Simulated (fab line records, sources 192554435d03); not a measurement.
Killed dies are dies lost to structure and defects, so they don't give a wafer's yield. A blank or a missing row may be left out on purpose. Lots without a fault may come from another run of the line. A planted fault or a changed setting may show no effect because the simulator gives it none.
fab line records | flow n5_finfet
record lots=6 wafers=18 last_day=16
route steps=1938 shown BEOL_M10@1524 BEOL_M11@1536 PASSIVATION@1936
lots that met no fault: from a run of the same line without faults
start_h: hours from the record's first day to the start of the lot's first wafer shown | wait_h: hours since the lot's step before | " the same as in the row above | L1.1+2: a row that stands for several wafers | - no value, or no start given | * or withheld: withheld | < > ~ a bound
route shown NAME@n: a module of which the file shows steps, and the number in the route of the first | usual: mean/standard deviation of fault-free wafers | same: alike in all rows | chamber/n: place in a boat | sites: the reading at each site | _std_site: their standard deviation | _edge_site: outer sites' mean less inner sites' | radius_mm: how far each site lies from the wafer's centre | mask NAME#n: copy n | behind: the tool/chamber that last shaped the wafer | hold: why the lot was held/for how many hours/how that ended | device: the transistor (n, p or np) that didn't switch | end of line: the same wafers' tests at the end of the route | a step without rows: its recipe alone | killed: dies lost to structure and defects at the first sort, not the wafer's yield | map: a wafer's dies, x killed, . not, _ none there
set.NAME: the setting as run; set.NAME@STEP: as run at that earlier step | model.NAME: the simulator's own value behind a step, which no gauge read
lots at some steps of the route; a table a step, a row a wafer
services: from which hour (start_h, from the record's first day; less than 0 if before it) a tool's chamber was out of use, for how many hours, and why
## steps
# step N5_BEOL_M10_ALD_74
# recipe material=TaN target_thk_a=20 temp_c=275 ald_precursor_family=PDMAT ald_co_reactant=NH3 pressure_torr=3 carrier_flow_sccm=1500 pulse_time_s=2 purge_time_s=3 co_reactant_purge_time_s=2 co_reactant_pulse_time_s=3 ald_cycles=40 precursor_vessel_temp_c=75 precursor_vessel_pressure_torr=26.25 precursor_vessel_carrier_sccm=1000
# usual chamber_pressure_Torr=3.000/0.008 heater_power_w=435/35
# same co_reactant_purge_time_s=2
# columns lot.wafer tool chamber start_h wait_h chamber_pressure_Torr heater_power_w
L106.2 ald_metal-03 2 251.30 0.1 3.000 465
L106.3 " 0 " " 3.003 464
L106.5 " 3 " " 3.008 398
L105.1 ald_metal-01 2 251.91 0.1 3.016 463
L105.4 " 0 " " 2.998 438
L105.6 " 2 " " 3.017 472
L111.1 ald_metal-04 3 288.97 0.0 3.007 396
L111.5 " 1 " " 3.002 429
L111.6 " 2 " " 2.999 446
L112.2 ald_metal-03 3 292.62 0.0 2.999 391
L112.4 " 2 " " 2.997 465
L112.6 " 3 " " 3.001 384
L115.1 ald_metal-04 2 304.84 0.0 3.007 432
L115.2 " 0 " " 2.994 411
L115.6 " 3 " " 2.997 387
L119.2 ald_metal-01 2 335.06 0.0 3.005 468
L119.3 " 1 " " 2.986 395
L119.6 " 3 " " 3.011 489
# step N5_BEOL_M10_SURFACE_TREAT_76
# recipe gas=Ar time_s=* ion_energy_ev=* ion_current_ma_cm2=0.5 pressure_mtorr=* ar_flow_sccm=30
# usual pressure_mtorr=* throttle_valve_pct=*
# same time_s=*
# columns lot.wafer tool chamber start_h wait_h pressure_mtorr throttle_valve_pct
L106.2 pvd_sputter-01 - 251.64 0.2 * *
L106.3 " - " " * *
L106.5 " - " " * *
L105.1 pvd_sputter-02 - 252.39 0.3 * *
L105.4 " - " " * *
L105.6 " - " " * *
L111.1 pvd_sputter-03 - 289.28 0.2 * *
L111.5 " - " " * *
L111.6 " - " " * *
L112.2 pvd_sputter-03 - 292.92 0.2 * *
L112.4 " - " " * *
L112.6 " - " " * *
L115.1 pvd_sputter-03 - 305.15 0.2 * *
L115.2 " - " " * *
L115.6 " - " " * *
L119.2 pvd_sputter-02 - 335.37 0.2 * *
L119.3 " - " " * *
L119.6 " - " " * *
# step N5_BEOL_M10_CVD_75
# recipe material=Co target_thk_a=20 temp_c=withheld precursor=CCTBA/H2 pressure_torr=30 time_s=138.9
# step N5_BEOL_M10_SPUTTER_48
# recipe material=Cu target_thk_a=120 temp_c=-20 bias_v=60 power_w=26000 chamber_pressure_pa=0.13 time_s=2
# usual chuck_sensor_temp_C=-16.2/0.49 throttle_valve_pct=30.4/0.98
# same time_s=2
# columns lot.wafer tool chamber start_h wait_h chuck_sensor_temp_C throttle_valve_pct
L106.2 pvd_sputter-01 - 251.88 0.1 -16.2 30.0
L106.3 " - " " -15.7 30.3
L106.5 " - " " -16.5 31.0
L105.1 pvd_sputter-02 - 252.75 0.1 -15.6 30.0
L105.4 " - " " -15.6 31.4
L105.6 " - " " -15.7 31.3
L111.1 pvd_sputter-01 - 289.46 0.1 -16.7 29.5
L111.5 " - " " -16.8 29.8
L111.6 " - " " -15.6 30.0
L112.2 pvd_sputter-01 - 293.12 0.1 -15.8 29.9
L112.4 " - " " -16.8 29.8
L112.6 " - " " -16.4 30.1
L115.1 pvd_sputter-03 - 305.37 0.1 -16.0 28.1
L115.2 " - " " -17.4 29.3
L115.6 " - " " -17.0 29.1
L119.2 pvd_sputter-01 - 335.56 0.1 -16.4 31.3
L119.3 " - " " -16.8 29.9
L119.6 " - " " -16.6 29.5
# step N5_BEOL_M10_ECD_50
# recipe material=Cu target_thk_a=3180
# step N5_BEOL_M10_ANNEAL_51
# recipe temp_c=225 time_s=90 ambient=N2
# step N5_BEOL_M10_CMP_52
# recipe stop_on=SiCOH_lowk t_overpolish_s=7 down_force_psi=1 platen_rpm=50 clearing_platen_down_force_psi=1.5 clearing_platen_rpm=50 post_cmp_clean=cu_alkaline target_thk_nm=140 clearing_platen_pad_velocity_m_s=0.99484 pad_velocity_m_s=0.99484
# step N5_BEOL_M10_THK_MEAS_53
# recipe thk_meas_gauge=xrf reads=Cu_of_BEOL_M10_ECD_50
# usual M10_THK=142.2/2.6
# columns lot.wafer tool chamber start_h wait_h M10_THK[nm]
L106.2 film_metro-02 - 252.77 - 138.5
L106.3 " - " " 145.5
L106.5 " - " " 139.7
L105.1 film_metro-01 - 253.58 - 144.0
L105.4 " - " " 144.1
L105.6 " - " " 142.4
L111.1 film_metro-01 - 290.86 - 147.2
L111.5 " - " " 145.3
L111.6 " - " " 140.3
L112.2 film_metro-02 - 293.94 - 145.0
L112.4 " - " " 142.3
L112.6 " - " " 144.0
L115.1 film_metro-02 - 306.18 - 141.8
L115.2 " - " " 143.0
L115.6 " - " " 142.7
L119.2 film_metro-02 - 336.85 - 144.4
L119.3 " - " " 141.4
L119.6 " - " " 144.1
# step N5_BEOL_M10_PRE_CLEAN_55
# recipe gas=NH3 time_s=15 temp_c=withheld rf_power_w=300
# step N5_BEOL_M10_DEP_56
# recipe material=SiCN target_thk_a=150 temp_c=withheld precursor=3MS/NH3 pressure_torr=3 rf_w=202 time_s=26.5
# usual chamber_pressure_Torr=3.000/0.007 showerhead_plenum_p_Torr=3.667/0.009 throttle_valve_pct=9.1/0.58
# same time_s=26.5
# columns lot.wafer tool chamber start_h wait_h chamber_pressure_Torr showerhead_plenum_p_Torr throttle_valve_pct
L106.2 pecvd-04 1 252.84 0.0 3.000 3.666 9.4
L106.3 " 2 " " 3.004 3.667 8.7
L106.5 " 2 " " 3.000 3.656 8.3
L105.1 pecvd-04 2 253.64 0.0 3.006 3.665 8.2
L105.4 " 2 " " 3.001 3.662 8.5
L105.6 " 1 " " 3.005 3.668 9.6
L111.1 pecvd-03 0 290.92 0.0 3.004 3.660 9.5
L111.5 " 2 " " 2.994 3.661 8.7
L111.6 " 1 " " 3.007 3.681 10.0
L112.2 pecvd-03 2 294.00 0.0 3.006 3.667 8.4
L112.4 " 0 " " 2.992 3.651 9.8
L112.6 " 2 " " 3.008 3.677 8.4
L115.1 pecvd-03 2 306.25 0.0 3.001 3.662 8.8
L115.2 " 0 " " 3.015 3.660 9.5
L115.6 " 1 " " 3.003 3.689 10.0
L119.2 pecvd-03 2 336.91 0.0 3.005 3.659 8.9
L119.3 " 0 " " 3.005 3.662 9.3
L119.6 " 2 " " 3.003 3.656 8.4
# step N5_BEOL_M10_RS_MEAS_57
# recipe thk_meas_gauge=four-point-probe reads=Cu_of_BEOL_M10_ECD_50+Co_of_BEOL_M10_CVD_75+TaN_of_BEOL_M10_ALD_74
# usual M10_RS=0.1519/0.003
# columns lot.wafer tool chamber start_h wait_h M10_RS[ohm/sq]
L106.2 film_metro-01 - 252.94 0.1 0.1561
L106.3 " - " " 0.1473
L106.5 " - " " 0.1545
L105.1 film_metro-01 - 253.72 0.1 0.1496
L105.4 " - " " 0.1498
L105.6 " - " " 0.1521
L111.1 film_metro-02 - 290.99 0.1 0.1447
L111.5 " - " " 0.1478
L111.6 " - " " 0.1539
L112.2 film_metro-01 - 294.07 0.1 0.1489
L112.4 " - " " 0.1525
L112.6 " - " " 0.1499
L115.1 film_metro-02 - 306.32 0.1 0.1515
L115.2 " - " " 0.1505
L115.6 " - " " 0.1508
L119.2 film_metro-01 - 336.99 0.1 0.1490
L119.3 " - " " 0.1517
L119.6 " - " " 0.1481
# step N5_BEOL_M10_INSPECT_58
# recipe inspect_instrument=darkfield mode=post_dep
# usual raw_defect_count=69/24
# columns lot.wafer tool chamber start_h wait_h raw_defect_count
L106.2 defect_inspect-01 - 252.96 0.0 58
L106.3 " - " " 126
L106.5 " - " " 87
L105.1 defect_inspect-01 - 253.74 0.0 42
L105.4 " - " " 49
L105.6 " - " " 33
L111.1 defect_inspect-01 - 291.02 0.0 61
L111.5 " - " " 49
L111.6 " - " " 38
L112.2 defect_inspect-02 - 294.10 0.0 88
L112.4 " - " " 60
L112.6 " - " " 84
L115.1 defect_inspect-01 - 306.35 0.0 131
L115.2 " - " " 122
L115.6 " - " " 95
L119.2 defect_inspect-01 - 337.01 0.0 44
L119.3 " - " " 61
L119.6 " - " " 53
# step N5_BEOL_M11_ILD_DEP_00
# recipe material=SiCOH_lowk target_thk_a=3085.1 temp_c=300 precursor=DEMS/porogen pressure_torr=5 rf_w=500 time_s=58
# usual chamber_pressure_Torr=5.000/0.013 heater_power_w=288/83 showerhead_plenum_p_Torr=5.744/0.012 throttle_valve_pct=13.9/1.2
# same time_s=58
# columns lot.wafer tool chamber start_h wait_h chamber_pressure_Torr heater_power_w showerhead_plenum_p_Torr throttle_valve_pct
L106.2 pecvd-03 1 253.00 0.0 5.007 282 5.746 15.4
L106.3 " 1 " " 5.023 290 5.751 15.3
L106.5 " 1 " " 5.014 303 5.744 15.4
L105.1 pecvd-02 0 253.78 0.0 5.003 330 5.750 13.4
L105.4 " 1 " " 4.996 159 5.726 16.2
L105.6 " 0 " " 5.009 351 5.756 13.5
L111.1 pecvd-02 2 291.05 0.0 4.986 210 5.755 12.8
L111.5 " 0 " " 5.001 357 5.742 13.3
L111.6 " 1 " " 5.009 167 5.723 16.1
L112.2 pecvd-02 1 294.13 0.0 4.987 177 5.734 16.2
L112.4 " 0 " " 5.007 306 5.756 13.6
L112.6 " 2 " " 5.006 219 5.775 13.1
L115.1 pecvd-01 2 306.38 0.0 5.005 367 5.735 12.4
L115.2 " 0 " " 4.987 307 5.729 13.0
L115.6 " 2 " " 5.009 369 5.744 12.5
L119.2 pecvd-01 2 337.05 0.0 5.001 363 5.747 12.6
L119.3 " 0 " " 5.004 343 5.748 12.9
L119.6 " 0 " " 5.015 344 5.747 13.0
# step N5_BEOL_M11_CURE_71
# recipe temp_c=385 time_s=240 ambient=He/Ar material=SiCOH_lowk
# usual lamp_power_pct=52.32/0.053 wafer_temp_C_max=386.9/0.77
# same time_s=240
# columns lot.wafer tool chamber start_h wait_h lamp_power_pct wafer_temp_C_max
L106.2 uv_cure-01 1 253.27 0.2 52.33 386.8
L106.3 " 1 " " 52.29 386.4
L106.5 " 1 " " 52.28 386.8
L105.1 uv_cure-02 1 253.86 0.0 52.28 386.7
L105.4 " 1 " " 52.27 387.2
L105.6 " 1 " " 52.32 386.8
L111.1 uv_cure-03 2 291.13 0.0 52.38 385.8
L111.5 " 2 " " 52.25 385.5
L111.6 " 2 " " 52.30 385.6
L112.2 uv_cure-03 2 294.29 0.1 52.37 385.8
L112.4 " 2 " " 52.29 385.4
L112.6 " 2 " " 52.26 386.2
L115.1 uv_cure-01 1 306.46 0.0 52.34 386.6
L115.2 " 1 " " 52.43 386.8
L115.6 " 1 " " 52.37 386.9
L119.2 uv_cure-03 0 337.21 0.1 52.27 387.7
L119.3 " 0 " " 52.35 387.3
L119.6 " 0 " " 52.40 387.4
# step N5_BEOL_M11_THK_MEAS_01
# recipe reads=SiCOH_lowk_of_BEOL_M11_ILD_DEP_00
# usual M11_ILD_THK=268/3.3
# columns lot.wafer tool chamber start_h wait_h M11_ILD_THK[nm]
L106.2 film_metro-02 - 253.70 0.4 262
L106.3 " - " " 265
L106.5 " - " " 268
L105.1 film_metro-02 - 254.37 0.4 269
L105.4 " - " " 269
L105.6 " - " " 268
L111.1 film_metro-02 - 291.65 0.4 269
L111.5 " - " " 273
L111.6 " - " " 234
L112.2 film_metro-01 - 294.72 0.4 227
L112.4 " - " " 273
L112.6 " - " " 272
L115.1 film_metro-02 - 306.97 0.4 267
L115.2 " - " " 266
L115.6 " - " " 276
L119.2 film_metro-02 - 337.65 0.4 265
L119.3 " - " " 262
L119.6 " - " " 270
# step N5_BEOL_M11_PECVD_70
# recipe material=SiO2 target_thk_a=200 temp_c=400 precursor=TEOS/O2 pressure_torr=5.5 rf_w=450 teos_flow_sccm=53.8 gas=O2 flow_sccm=3000 time_s=22.7
# step N5_PASSIVATION_PROBE_49
# usual defect_limited_yield=91.3/1.3 killed_at_M0_to_M3=32/11 killed_at_M4_up=15/5.6 killed_at_contacts=12/6 killed_at_front_end=40/11 killed_at_other=3.5/2.6 killed_dies=102/15 killed_open=67/12 killed_short=34/7.3 sort_bin_5_function=5.1/0.85 sort_bin_6_memory=3.2/0.61 sort_n_pass=1078/15 sort_yield_pct=91.3/1.3
# same gross_dies=1180 killed_at_back_side=0 sort_bin_4_leakage[%]=0 sort_bin_8_speed[%]=0
# columns lot.wafer tool chamber start_h wait_h defect_limited_yield[%] killed_at_M0_to_M3 killed_at_M4_up killed_at_contacts killed_at_front_end killed_at_other killed_dies killed_open killed_short sort_bin_5_function[%] sort_bin_6_memory[%] sort_n_pass sort_yield_pct[%]
L106.2 prober-02 - 303.78 0.1 91.4 38 13 14 35 2 102 65 37 5.2 3.2 1078 91.4
L106.3 prober-02 - 303.83 0.1 90.9 53 13 11 26 4 107 78 27 5.8 3.1 1073 90.9
L106.5 prober-02 - 303.93 0.2 92.0 34 13 7 39 1 94 60 32 4.4 3.5 1086 92.0
L105.1 prober-01 - 304.50 0.2 91.1 42 4 4 55 0 105 54 50 5.3 3.3 1075 91.1
L105.4 prober-01 - 304.65 0.3 91.0 35 11 18 38 4 106 60 44 5.6 3.0 1074 91.0
L105.6 prober-01 - 304.75 0.4 91.1 51 6 12 34 2 105 60 40 5.0 3.6 1075 91.1
L111.1 prober-02 - 330.99 0.0 90.5 35 22 11 44 0 112 81 29 5.3 3.9 1068 90.5
L111.5 prober-02 - 331.19 0.2 91.2 37 15 5 45 2 104 72 31 5.3 3.3 1076 91.2
L111.6 prober-02 - 331.24 0.3 89.7 59 12 6 43 2 122 88 34 6.4 3.5 1058 89.7
L112.2 prober-02 - 339.97 0.1 92.7 15 19 14 33 5 86 50 36 4.6 2.2 1094 92.7
L112.4 prober-02 - 340.07 0.2 90.6 44 13 4 49 1 111 73 38 5.0 4.0 1069 90.6
L112.6 prober-02 - 340.17 0.3 90.4 44 28 5 35 1 113 86 27 6.0 3.3 1067 90.4
L115.1 prober-02 - 351.31 0.0 91.6 41 14 2 41 1 99 72 25 4.4 3.6 1081 91.6
L115.2 prober-02 - 351.36 0.1 91.4 41 11 3 39 8 102 69 29 5.3 2.8 1078 91.4
L115.6 prober-02 - 351.56 0.3 91.1 36 21 16 30 2 105 68 36 5.2 3.6 1075 91.1
L119.2 prober-01 - 382.67 0.1 90.0 31 16 26 41 4 118 78 38 6.4 3.1 1062 90.0
L119.3 prober-01 - 382.72 0.1 90.7 38 19 14 36 3 110 76 33 5.8 3.1 1070 90.7
L119.6 prober-01 - 382.87 0.3 91.3 34 12 31 23 3 103 69 32 5.0 3.7 1077 91.3
# killed by level:class
L106.2 MOL_CONTACT_COAG:geometric_particle:open=12 BEOL_M0_SAQP:geometric_particle:short=11 FIN_SAQP:geometric_particle:short=9 FIN_SAQP:geometric_particle:open=8 BEOL_M0_SAQP:geometric_particle:open=8 BEOL_M1:geometric_particle:open=6 ILD0:geometric_particle:open=4 BEOL_M2:geometric_particle:open=4
L106.3 BEOL_M1:geometric_particle:open=14 BEOL_M0_SAQP:geometric_particle:short=12 BEOL_M0_SAQP:geometric_particle:open=10 BEOL_M3:geometric_particle:open=10 MOL_CONTACT_COAG:geometric_particle:open=9 GATE_CUT:geometric_particle:open=7 BEOL_M2:geometric_particle:open=6 STI_FIN_REVEAL:geometric_particle:short=4
L106.5 FIN_SAQP:geometric_particle:open=11 BEOL_M0_SAQP:geometric_particle:short=9 DUMMY_GATE:geometric_particle:open=8 BEOL_M0_SAQP:geometric_particle:open=7 BEOL_M2:geometric_particle:open=7 FIN_SAQP:geometric_particle:short=6 MOL_CONTACT_COAG:geometric_particle:open=6 BEOL_M1:geometric_particle:open=5
L105.1 FIN_SAQP:geometric_particle:short=29 BEOL_M3:geometric_particle:open=14 FIN_SAQP:geometric_particle:open=8 BEOL_M2:geometric_particle:open=7 BEOL_M0_SAQP:geometric_particle:open=6 BEOL_M1:geometric_particle:short=5 DUMMY_GATE:geometric_particle:open=4 BEOL_M0_SAQP:geometric_particle:short=4
L105.4 FIN_SAQP:geometric_particle:short=14 MOL_CONTACT_COAG:geometric_particle:open=14 BEOL_M1:geometric_particle:open=7 BEOL_M3:geometric_particle:open=7 BEOL_M0_SAQP:geometric_particle:short=6 BEOL_M0_SAQP:geometric_particle:open=6 FIN_SAQP:geometric_particle:open=5 MOL_CONTACT_COAG:geometric_particle:short=4
L105.6 BEOL_M0_SAQP:geometric_particle:open=12 MOL_CONTACT_COAG:geometric_particle:open=11 BEOL_M0_SAQP:geometric_particle:short=11 FIN_SAQP:geometric_particle:short=9 BEOL_M3:geometric_particle:open=9 BEOL_M1:geometric_particle:open=6 BEOL_M2:geometric_particle:open=5 FIN_SAQP:geometric_particle:open=4
L111.1 STI_FIN_REVEAL:geometric_particle:open=19 BEOL_M1:geometric_particle:open=10 MOL_CONTACT_COAG:geometric_particle:open=9 BEOL_M0_SAQP:geometric_particle:short=9 BEOL_M4:geometric_particle:open=9 FIN_SAQP:geometric_particle:open=7 BEOL_M0_SAQP:geometric_particle:open=6 FIN_SAQP:geometric_particle:short=4
L111.5 FIN_SAQP:geometric_particle:open=9 FIN_SAQP:geometric_particle:short=9 STI_FIN_REVEAL:geometric_particle:open=8 BEOL_M3:geometric_particle:open=7 BEOL_M0_SAQP:geometric_particle:open=6 BEOL_M1:geometric_particle:open=6 MOL_CONTACT_COAG:geometric_particle:open=5 BEOL_M0_SAQP:geometric_particle:short=5
L111.6 STI_FIN_REVEAL:geometric_particle:open=14 BEOL_M3:geometric_particle:open=12 BEOL_M1:geometric_particle:open=10 BEOL_M0_SAQP:geometric_particle:open=9 BEOL_M2:geometric_particle:open=9 BEOL_M0_SAQP:geometric_particle:short=8 MOL_CONTACT_COAG:geometric_particle:open=6 FIN_SAQP:geometric_particle:short=5
L112.2 STI_FIN_REVEAL:geometric_particle:open=10 MOL_CONTACT_COAG:geometric_particle:open=10 BEOL_M4:geometric_particle:short=7 BEOL_M4:geometric_particle:open=5 FIN_SAQP:geometric_particle:short=4 DUMMY_GATE:geometric_particle:open=4 MOL_CONTACT_COAG:geometric_particle:short=4 BEOL_M5:geometric_particle:open=4
L112.4 STI_FIN_REVEAL:geometric_particle:open=17 BEOL_M2:geometric_particle:open=12 BEOL_M0_SAQP:geometric_particle:short=7 FIN_SAQP:geometric_particle:open=6 DUMMY_GATE:geometric_particle:open=6 BEOL_M0_SAQP:geometric_particle:open=6 BEOL_M1:geometric_particle:open=6 BEOL_M4:geometric_particle:short=6
L112.6 BEOL_M2:geometric_particle:open=17 BEOL_M4:geometric_particle:open=12 FIN_SAQP:geometric_particle:open=10 STI_FIN_REVEAL:geometric_particle:open=8 BEOL_M0_SAQP:geometric_particle:short=7 FIN_SAQP:geometric_particle:short=6 BEOL_M0_SAQP:geometric_particle:open=6 BEOL_M3:geometric_particle:open=6
L115.1 STI_FIN_REVEAL:geometric_particle:open=15 BEOL_M0_SAQP:geometric_particle:open=14 BEOL_M0_SAQP:geometric_particle:short=11 FIN_SAQP:geometric_particle:open=10 BEOL_M3:geometric_particle:open=6 FIN_SAQP:geometric_particle:short=4 BEOL_M2:geometric_particle:open=4 BEOL_M4:geometric_particle:open=4
L115.2 BEOL_M0_SAQP:geometric_particle:open=13 STI_FIN_REVEAL:geometric_particle:open=11 BEOL_M3:geometric_particle:open=10 FIN_SAQP:geometric_particle:open=8 BEOL_M0_SAQP:geometric_particle:short=7 DUMMY_GATE:geometric_particle:open=5 FIN_SAQP:geometric_particle:short=4 BEOL_M3:geometric_particle:short=4
L115.6 MOL_CONTACT_COAG:geometric_particle:open=14 BEOL_M0_SAQP:geometric_particle:open=10 BEOL_M0_SAQP:geometric_particle:short=9 FIN_SAQP:geometric_particle:open=7 GATE_CUT:geometric_particle:short=6 BEOL_M3:geometric_particle:open=6 BEOL_M2:geometric_particle:open=5 BEOL_M7:geometric_particle:open=5
L119.2 MOL_CONTACT_COAG:geometric_particle:open=21 STI_FIN_REVEAL:geometric_particle:open=11 BEOL_M1:geometric_particle:open=8 FIN_SAQP:geometric_particle:open=7 BEOL_M4:geometric_particle:open=7 FIN_SAQP:geometric_particle:short=6 BEOL_M1:geometric_particle:short=6 MOL_CONTACT_COAG:geometric_particle:short=5
L119.3 MOL_CONTACT_COAG:geometric_particle:open=14 BEOL_M1:geometric_particle:open=10 STI_FIN_REVEAL:geometric_particle:open=9 BEOL_M4:geometric_particle:open=8 BEOL_M0_SAQP:geometric_particle:short=7 BEOL_M0:geometric_particle:open=6 BEOL_M3:geometric_particle:open=6 FIN_SAQP:geometric_particle:short=5
L119.6 MOL_CONTACT_COAG:geometric_particle:open=22 MOL_CONTACT_COAG:geometric_particle:short=9 BEOL_M0_SAQP:geometric_particle:open=8 BEOL_M1:geometric_particle:open=7 BEOL_M3:geometric_particle:open=7 GATE_CUT:geometric_particle:short=6 BEOL_M0_SAQP:geometric_particle:short=6 BEOL_M4:geometric_particle:open=5
## services
# columns tool chamber start_h hours kind
pecvd-02 2 239.02 2.2 repair
pecvd-04 0 247.72 5.5 scheduled_down
pecvd-03 2 252.89 2.1 scheduled_down
ald_metal-04 - 261.88 1.0 repair
ald_metal-03 1 268.78 25.3 repair
uv_cure-02 - 272.16 5.0 pm
pecvd-01 - 277.23 2.8 pm
ald_metal-04 - 283.60 0.4 repair
uv_cure-02 - 284.50 1.2 repair
ald_metal-01 - 285.52 6.0 pm
pecvd-02 - 297.12 6.0 pm
pecvd-02 0 304.87 2.1 scheduled_down
uv_cure-03 - 314.06 6.0 pm
ald_metal-04 - 319.65 14.6 pm
pecvd-02 2 332.42 2.1 scheduled_down
## key
first_sign step=N5_BEOL_M11_THK_MEAS_01 reading=M11_ILD_THK direction=down sigmas=11 usual=268 struck=231
effect none on later readings
met_at N5_BEOL_M11_ILD_DEP_00
struck_wafers L111.6,L112.2
onset_between 253.78 291.05
fault kind=site_profile_drift tool=pecvd-02 chamber=1 onset_h=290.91 steps=N5_BEOL_M11_ILD_DEP_00 basis=fraction max_abs_drift=0.29017 slope_share_per_hr=64.483 site_pattern=0,0,0,0,0,-1,-1,-1,-1
